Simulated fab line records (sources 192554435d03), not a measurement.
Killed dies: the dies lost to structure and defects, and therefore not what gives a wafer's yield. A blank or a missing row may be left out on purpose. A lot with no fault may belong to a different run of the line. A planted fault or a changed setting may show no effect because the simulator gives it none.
Matching of chambers || flow n5Finfet || N5_BEOL_M2_ALD_98 on aldSin-04 has 4 sister chambers
The step deposits SiO2, target thk 2.5 nm, pulse time 1 s, co reactant pulse time 1 s. 4 wafers are shown with their chamber, then 12 later ones without.

== EACH WAFER AND ITS CHAMBER ==
{"wafer": "L088.2", "chamber": 2, "heaterPowerW (W)": 83}
{"wafer": "L088.3", "chamber": 3, "heaterPowerW (W)": 81}
{"wafer": "L088.5", "chamber": 0, "heaterPowerW (W)": 89}
{"wafer": "L088.6", "chamber": 1, "heaterPowerW (W)": 73}

== WAFERS MISSING THEIR CHAMBER ==
{"wafer": "L089.4", "heaterPowerW (W)": 81}
{"wafer": "L089.5", "heaterPowerW (W)": 80}
{"wafer": "L089.6", "heaterPowerW (W)": 82}
{"wafer": "L090.1", "heaterPowerW (W)": 81}
{"wafer": "L090.3", "heaterPowerW (W)": 80}
{"wafer": "L090.5", "heaterPowerW (W)": 71}
{"wafer": "L093.2", "heaterPowerW (W)": 82}
{"wafer": "L093.3", "heaterPowerW (W)": 80}
{"wafer": "L093.5", "heaterPowerW (W)": 70}
{"wafer": "L094.1", "heaterPowerW (W)": 82}
{"wafer": "L094.5", "heaterPowerW (W)": 90}
{"wafer": "L094.6", "heaterPowerW (W)": 71}

== THE CHAMBER EACH PASSED THROUGH ==
{"wafer": "L089.4", "from the rows above": "can't be placed: 3 or 2", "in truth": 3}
{"wafer": "L089.5", "from the rows above": "can't be placed: 3 or 2", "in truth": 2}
{"wafer": "L089.6", "from the rows above": "can't be placed: 2 or 3", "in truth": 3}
{"wafer": "L090.1", "from the rows above": "can't be placed: 3 or 2", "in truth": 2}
{"wafer": "L090.3", "from the rows above": "can't be placed: 3 or 2", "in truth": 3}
{"wafer": "L090.5", "from the rows above": 1, "in truth": 1}
{"wafer": "L093.2", "from the rows above": "can't be placed: 2 or 3", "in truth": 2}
{"wafer": "L093.3", "from the rows above": "can't be placed: 3 or 2", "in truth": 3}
{"wafer": "L093.5", "from the rows above": 1, "in truth": 1}
{"wafer": "L094.1", "from the rows above": "can't be placed: 2 or 3", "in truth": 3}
{"wafer": "L094.5", "from the rows above": 0, "in truth": 0}
{"wafer": "L094.6", "from the rows above": 1, "in truth": 1}
Placed correctly: 4 of 12. From these rows, 8 cannot be placed; in 8 the true chamber is one of the candidates. Number placed wrongly: 0.
How it was worked out, from the rows above alone: a wafer's distance from a chamber is the root of the sum, over the readings, of the square of ((its reading less the chamber's mean) divided by the reading's scatter). The wafer belongs to the nearest chamber; if the next one is less than 2 further off, it can't be placed. Each chamber's mean is taken over the wafers shown for it. The scatter (one wafer shown for each chamber): square how far every hidden wafer sits from the nearest shown wafer, average those squares and take the square root.
